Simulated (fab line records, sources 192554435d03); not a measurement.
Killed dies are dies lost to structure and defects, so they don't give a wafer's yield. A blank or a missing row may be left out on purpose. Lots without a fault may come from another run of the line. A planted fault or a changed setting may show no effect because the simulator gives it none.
A struck lot beside a sound one | flow n5_finfet | 20 steps out of a route of 1938
Sound: wafers L262.2, L262.4, L262.5. Struck: wafers L254.4, L254.5, L254.6. The cause comes at the end.
At each step with rows: each side's tool, then ch and its chambers, then its first start. Under that, the readings that differ: sound wafers | struck wafers | difference of the means | sigmas: that difference in standard deviations of wafers without a fault.
alike: readings whose means differ by less than 2 such deviations, and words and numbers that are the same on both sides. not compared: withheld readings, readings that some wafer has no value for, bounds like >300 that may hide the same value, and numbers for which the record gives no deviation and whose values overlap.
The two part at a step that has a row with sigmas, a row that says differs or no value, or rows on one side only. Numbers that don't overlap but have no deviation are shown without sigmas and don't part them. A reading that every wafer of one side lacks parts them only if that side has two wafers or more.

first, 9 steps without rows for these wafers: N5_BEOL_M8_DESCUM_16 (chemistry O2, time 7.9 s); N5_BEOL_M8_ETCH_61 (etches SiARC in CF4, target depth 45.5 nm, time 75.8 s); N5_BEOL_M8_ETCH_62 (etches SOC in N2/H2, target depth 110 nm, overetch 22 nm, time 165 s); N5_BEOL_M8_STRIP_68 (strips in N2/H2); N5_BEOL_M8_STRIP_67 (strips in CF4); N5_BEOL_M8_HM_OPEN_17 (chemistry Cl2/BCl3, target TiN, target depth 20 nm, overetch 6 nm); N5_BEOL_M8_STRIP_19 (strips in O2); N5_BEOL_M8_COAT_63 (time 60 s, resist thk 60 nm); N5_BEOL_M8_COAT_64 (time 60 s, resist thk 12 nm).
N5_BEOL_M8_COAT_71: time 60 s, resist thk 5 nm.
  sound on litho_track-05 ch 0, day 15 17:28; struck on litho_track-01 ch 0, day 12 20:18
  reading              | sound                | struck               | difference | sigmas
  exhaust_pa (Pa)      | 46.2 45.7 45.3       | 44.5 43.1 43.2       | -2.1       | -2
  spin_speed_rpm (rpm) | 1500.0 1499.3 1500.5 | 1577.7 1577.2 1577.9 | +77.7      | +82
then, 7 steps without rows for these wafers: N5_BEOL_M8_COAT_22 (resist thk 30 nm); N5_BEOL_M8_EBR_24; N5_BEOL_M8_SOFTBAKE_23 (time 60 s); N5_BEOL_M8_EXPOSE_25 (exposes mask V7, target cd 40 nm); N5_BEOL_M8_PEB_26 (peb time 60 s); N5_BEOL_M8_DEVELOP_27 (develop time 30 s); N5_BEOL_M8_DESCUM_33 (chemistry O2, time 7 s).
N5_BEOL_M8_ETCH_72: etches underlayer in N2/H2, target depth 6.5 nm, time 5.2 s.
  sound on rie_diel-05 ch 2,3, day 15 18:46; struck on rie_diel-05 ch 0,1,3, day 12 20:53
  reading                  | sound             | struck            | difference | sigmas
  model.etch.depth_nm (nm) | 5.013 5.002 5.006 | 4.885 4.882 4.879 | -0.125     |
  alike: drypump_motor_current_A, etch_rf_on_time_s, n2_flow_sccm, oes_product_au, rf_vpp_V, showerhead_plenum_p_Torr, throttle_valve_pct
  not compared: rf_hours_counter_h
then, 1 step without rows for these wafers: N5_BEOL_M8_ETCH_65 (etches SiARC in CF4, target depth 15.6 nm, time 26 s).
-- the record jumps here: 3 days lie between the struck wafers' starts before and after (it left off in module BEOL_M8 and takes up again in module PASSIVATION, whose first step shown is number 1936 of the route) --
N5_PASSIVATION_PROBE_49:
  sound on prober-01, day 18 17:11; struck on prober-02, day 15 20:30
  reading              | sound          | struck         | difference | sigmas
  killed_short         | 31 27 26       | 44 50 39       | +16        | +2
  sort_bin_8_speed (%) | 0 0 0          | 0 6.0 0        | +2         | +4
  sort_n_pass          | 1064 1068 1116 | 1067 971 1053  | -52        | -3
  sort_yield_pct (%)   | 90.2 90.5 94.6 | 90.4 82.3 89.2 | -4.5       | -3
  alike: defect_limited_yield, killed_at_M0_to_M3, killed_at_M4_up, killed_at_contacts, killed_at_front_end, killed_at_other, killed_dies, killed_open, sort_bin_5_function, sort_bin_6_memory

WHERE THEY PART
First at N5_BEOL_M8_COAT_71; last, within this record, at N5_PASSIVATION_PROBE_49.

WHY: what the simulator had put in
Process parameter drift: litho_track-01, from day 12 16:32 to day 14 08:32, at N5_BEOL_M8_COAT_71. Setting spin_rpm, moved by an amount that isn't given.
